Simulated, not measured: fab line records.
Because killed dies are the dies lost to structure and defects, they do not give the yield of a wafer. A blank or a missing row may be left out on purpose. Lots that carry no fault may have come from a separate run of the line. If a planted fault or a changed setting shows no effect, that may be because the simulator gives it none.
Matching of chambers / flow nand-harc / NHARC_A_STAIRCASE_ALD_415 on ald-hk-01 has 4 sister chambers
The step deposits SiO2, target thk 30 nm, pulse time 6 s, ald cycles 300. 14 wafers are shown with their chamber, then 7 later ones without.

WAFERS PAIRED WITH THEIR CHAMBERS
wafer=L075.1; chamber=1; heater-power-w (W)=455; precursor-pulse-height-rel=0.957
wafer=L075.2; chamber=2; heater-power-w (W)=513; precursor-pulse-height-rel=1.023
wafer=L075.3; chamber=3; heater-power-w (W)=502; precursor-pulse-height-rel=0.969
wafer=L077.1; chamber=0; heater-power-w (W)=435; precursor-pulse-height-rel=1.002
wafer=L077.3; chamber=1; heater-power-w (W)=452; precursor-pulse-height-rel=1.004
wafer=L077.6; chamber=3; heater-power-w (W)=507; precursor-pulse-height-rel=1.016
wafer=L082.1; chamber=2; heater-power-w (W)=519; precursor-pulse-height-rel=0.984
wafer=L082.3; chamber=1; heater-power-w (W)=449; precursor-pulse-height-rel=0.992
wafer=L082.5; chamber=0; heater-power-w (W)=434; precursor-pulse-height-rel=0.992
wafer=L087.4; chamber=0; heater-power-w (W)=425; precursor-pulse-height-rel=0.988
wafer=L087.5; chamber=1; heater-power-w (W)=450; precursor-pulse-height-rel=0.982
wafer=L087.6; chamber=0; heater-power-w (W)=440; precursor-pulse-height-rel=1.003
wafer=L091.2; chamber=2; heater-power-w (W)=508; precursor-pulse-height-rel=0.954
wafer=L091.3; chamber=0; heater-power-w (W)=436; precursor-pulse-height-rel=1.030

SIGNATURES, as means of the wafers listed above
reading=heater-power-w; chamber 0=434.00; chamber 1=451.50; chamber 2=513.33; chamber 3=504.50; scatter within a chamber=4.65
reading=precursor-pulse-height-rel; chamber 0=1.00300; chamber 1=0.98375; chamber 2=0.98700; chamber 3=0.99250; scatter within a chamber=0.024
Rule: a wafer's distance from a chamber is the root of the sum, over the readings, of the square of ((its reading less the chamber's mean) divided by the reading's scatter). If the next closest chamber is less than 2 further off than the closest, the wafer can't be placed; otherwise it belongs to the closest. The scatter is the square root of a quotient: the sum, over the shown wafers, of each reading's squared deviation from its chamber's mean, divided by wafers minus chambers.

WAFERS WITHOUT THEIR CHAMBER
wafer=L091.4; heater-power-w (W)=502; precursor-pulse-height-rel=0.984
wafer=L090.2; heater-power-w (W)=456; precursor-pulse-height-rel=1.006
wafer=L090.5; heater-power-w (W)=520; precursor-pulse-height-rel=0.988
wafer=L090.6; heater-power-w (W)=452; precursor-pulse-height-rel=1.001
wafer=L094.2; heater-power-w (W)=507; precursor-pulse-height-rel=1.006
wafer=L094.3; heater-power-w (W)=506; precursor-pulse-height-rel=1.048
wafer=L094.5; heater-power-w (W)=451; precursor-pulse-height-rel=0.995

WHICH CHAMBER EACH ONE RAN IN
wafer=L091.4; from the rows above=can't be placed: 3 or 2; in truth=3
wafer=L090.2; from the rows above=1; in truth=1
wafer=L090.5; from the rows above=can't be placed: 2 or 3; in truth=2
wafer=L090.6; from the rows above=1; in truth=1
wafer=L094.2; from the rows above=can't be placed: 3 or 2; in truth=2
wafer=L094.3; from the rows above=can't be placed: 3 or 2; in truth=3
wafer=L094.5; from the rows above=1; in truth=1
Placed correctly: 3 of 7. These rows do not allow placing 4 (true chamber among the candidates in 4). Placed wrongly: 0.
